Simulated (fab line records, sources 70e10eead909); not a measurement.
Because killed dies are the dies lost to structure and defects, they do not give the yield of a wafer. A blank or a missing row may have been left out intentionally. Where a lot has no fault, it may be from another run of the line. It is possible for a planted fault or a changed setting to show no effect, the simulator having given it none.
The tool behind it: which one?    flow nand harc    14 lots with 42 wafers sampled at 5 steps, on a route of 1302 steps

== WHAT EACH GAUGE READ, for each wafer ==
NHARC_A_M1_CD_MEAS_16. Usual: cd nm reads 120.0 nm (standard deviation 0.96).
lot   measured      on         cd nm (nm)         flag
L785  day 23 03:02  cd sem-01  120.3 120.9 119.6  
L788  day 23 21:37  cd sem-01  119.4 119.7 120.3  
L789  day 24 08:07  cd sem-01  119.1 121.2 120.4  
L791  day 25 03:04  cd sem-01  120.7 120.3 120.1  
L790  day 25 03:26  cd sem-01  120.7 119.6 120.7  
L802  day 29 18:23  cd sem-03  119.8 120.8 119.2  
L801  day 30 03:04  cd sem-02  119.4 120.4 119.7  
L800  day 30 07:44  cd sem-03  118.7 119.7 119.3  
L803  day 30 09:54  cd sem-01  121.5 121.2 121.7  
L804  day 30 22:55  cd sem-01  118.1 118.2 117.7  
L805  day 31 01:46  cd sem-01  121.3 119.7 119.9  
L806  day 31 23:29  cd sem-02  119.5 118.7 119.4  
L807  day 32 00:37  cd sem-02  119.4 119.3 119.9  
L808  day 32 10:27  cd sem-02  119.8 119.3 119.1  

NHARC_A_BONDPAD_OVL_MEAS_35. Usual: overlay x nm 1 nm, standard deviation 6.5; overlay y nm 0 nm, standard deviation 5.2.
lot   measured      on          overlay x nm (nm)  overlay y nm (nm)  flag
L785  day 23 07:22  overlay-02  2 2 2              -1 -1 -1           
L788  day 24 01:56  overlay-01  5 5 5              -8 -9 -8           
L789  day 24 12:16  overlay-02  1 2 1              4 5 4              
L791  day 25 07:29  overlay-02  -5 -5 -5           -2 -1 -2           
L790  day 25 07:43  overlay-01  5 4 5              2 3 2              
L802  day 29 23:01  overlay-02  2 3 3              -4 -5 -4           
L801  day 30 07:31  overlay-02  -5 -5 -5           0 0 1              
L800  day 30 12:04  overlay-02  -1 -1 -1           -7 -6 -6           
L803  day 30 14:14  overlay-01  0 -1 0             -4 -4 -4           
L804  day 31 03:05  overlay-01  2 2 2              3 4 4              
L805  day 31 05:56  overlay-01  11 11 11           3 2 2              
L806  day 32 03:45  overlay-02  -12 -12 -12        7 7 7              
L807  day 32 04:48  overlay-02  -7 -6 -7           -10 -10 -10        
L808  day 32 14:44  overlay-02  -1 0 0             2 2 3              

NHARC_END_SORT_01. Usual: defect limited yield 90.6 % (standard deviation 2.3); killed at array 59 (standard deviation 16); killed at other 0.8 (standard deviation 1.1); killed at periphery 3.6 (standard deviation 2.4); killed dies 64 (standard deviation 16); killed open 3.4 (standard deviation 1.8); killed short 2.5 (standard deviation 1.6).
lot   measured      on         defect limited yield (%)  killed at array  killed at other  killed at periphery  killed dies  killed open  killed short  flag
L791  day 26 13:33  prober-01  0 0 0                     673 669 673      0 0 0            4 8 4                677 677 677  5 9 2        1 2 1         OFF
L790  day 26 13:35  prober-02  0 0 0                     670 675 675      1 1 1            6 1 1                677 677 677  5 2 4        2 4 3         OFF
L805  day 32 20:16  prober-01  91.7 90.7 89.5            53 62 71         0 0 0            3 1 0                56 63 71     3 5 3        2 3 3         

== EACH LOT AND THE TOOL THAT RAN IT (in order: tool; ch and the chambers of the sampled wafers; start) ==
lot   NHARC_A_M1_PVD_20                        NHARC_A_BONDPAD_DEP_00
L785  pvd sputter-02, day 23 06:03 or earlier  pecvd-03 ch 0,1, day 23 06:03
L788  pvd sputter-01, day 24 00:37 or earlier  pecvd-01 ch 0,1, day 24 00:37
L789  pvd sputter-01, day 24 11:04 or earlier  pecvd-01 ch 0,1, day 24 11:04
L791  pvd sputter-02, day 25 06:13 or earlier  pecvd-03 ch 0,1,2, day 25 06:13
L790  pvd sputter-03, day 25 06:24 or earlier  pecvd-01 ch 0,2, day 25 06:24
L802  pvd sputter-03, day 29 21:46 or earlier  pecvd-04 ch 0,1,2, day 29 21:46
L801  pvd sputter-02, day 30 06:04 or earlier  pecvd-04 ch 0,2, day 30 06:04
L800  pvd sputter-01, day 30 10:53 or earlier  pecvd-03 ch 0,2, day 30 10:53
L803  pvd sputter-01, day 30 12:56 or earlier  pecvd-04 ch 0,1, day 30 12:56
L804  pvd sputter-02, day 31 01:53 or earlier  pecvd-01 ch 0,1,2, day 31 01:53
L805  pvd sputter-02, day 31 04:44 or earlier  pecvd-04 ch 0,1, day 31 04:44
L806  pvd sputter-01, day 32 02:29 or earlier  pecvd-04 ch 0,1,2, day 32 02:29
L807  pvd sputter-03, day 32 03:35 or earlier  pecvd-04 ch 0,1, day 32 03:35
L808  pvd sputter-02, day 32 13:25 or earlier  pecvd-04 ch 0,2, day 32 13:25
- NHARC_A_M1_PVD_20: deposits TaN, target thk 5 nm, time 8.06 s.
- NHARC_A_BONDPAD_DEP_00: deposits SiCN, target thk 250 nm.

== AS READ BY THE TOOLS THEMSELVES (means over the sampled wafers that have a number; for cases with no such wafer, the mark the record gives instead) ==
NHARC_A_M1_PVD_20. Usual: throttle valve pct reads 30.5 % (standard deviation 1.2).
lot   tool            throttle valve pct (%)  flag
L785  pvd sputter-02  31.7                    
L788  pvd sputter-01  30.7                    
L789  pvd sputter-01  30.5                    
L791  pvd sputter-02  31.5                    
L790  pvd sputter-03  28.0                    
L802  pvd sputter-03  30.9                    
L801  pvd sputter-02  31.2                    
L800  pvd sputter-01  30.0                    
L803  pvd sputter-01  30.1                    
L804  pvd sputter-02  30.6                    
L805  pvd sputter-02  30.5                    
L806  pvd sputter-01  30.3                    
L807  pvd sputter-03  30.7                    
L808  pvd sputter-02  31.2                    

NHARC_A_BONDPAD_DEP_00. Usual: chamber pressure Torr 3.000 Torr, standard deviation 0.0069; heater power outer w 345 W, standard deviation 49; heater power w 615 W, standard deviation 76.
lot   tool      chamber pressure Torr (Torr)  heater power outer w (W)  heater power w (W)  flag
L785  pecvd-03  2.996                         372                       650                 
L788  pecvd-01  3.004                         396                       712                 
L789  pecvd-01  2.995                         418                       730                 
L791  pecvd-03  -                             -                         -                   OFF
L790  pecvd-01  -                             -                         -                   OFF
L802  pecvd-04  3.002                         306                       577                 
L801  pecvd-04  2.997                         314                       568                 
L800  pecvd-03  3.002                         323                       557                 
L803  pecvd-04  2.995                         323                       606                 
L804  pecvd-01  2.997                         375                       672                 
L805  pecvd-04  3.003                         318                       598                 
L806  pecvd-04  3.000                         355                       636                 
L807  pecvd-04  3.001                         331                       621                 
L808  pecvd-04  2.998                         324                       595                 

== THE ANSWER, worked out from the rows above alone ==
Rule: lot off if the mean of its wafers having a number is beyond 3 standard deviations from the usual mean. Also off: a lot with no number at a reading for which 4 or more lots have one. Any other lot the step has rows for is counted as sound. First the gauges in route order, then the tools' own readings, where a lot's mean is used as printed above. At the first step where some lot is off, the reading lying furthest off is the one used; lots without a number count as furthest.
Off: L791, L790, at NHARC_END_SORT_01 (defect limited yield). Neither off nor sound, because the step has no rows for them: L785, L788, L789, L802, L801, L800, L803, L804, L806, L807, L808.
A tool fits if, at a process step before that reading, it ran every lot that is off, and no sound lot after the first of them. The gauges at NHARC_END_SORT_01 aren't tried: what is off there is off at NHARC_A_BONDPAD_DEP_00 too, on other tools, and a gauge's error can't cause that. Because NHARC_A_M1_PVD_20 lacks a start for some lots, the hours and order of its lots are taken from NHARC_A_BONDPAD_DEP_00. None of those tried fits.

== WHAT THE SIMULATOR HAD PUT IN ==
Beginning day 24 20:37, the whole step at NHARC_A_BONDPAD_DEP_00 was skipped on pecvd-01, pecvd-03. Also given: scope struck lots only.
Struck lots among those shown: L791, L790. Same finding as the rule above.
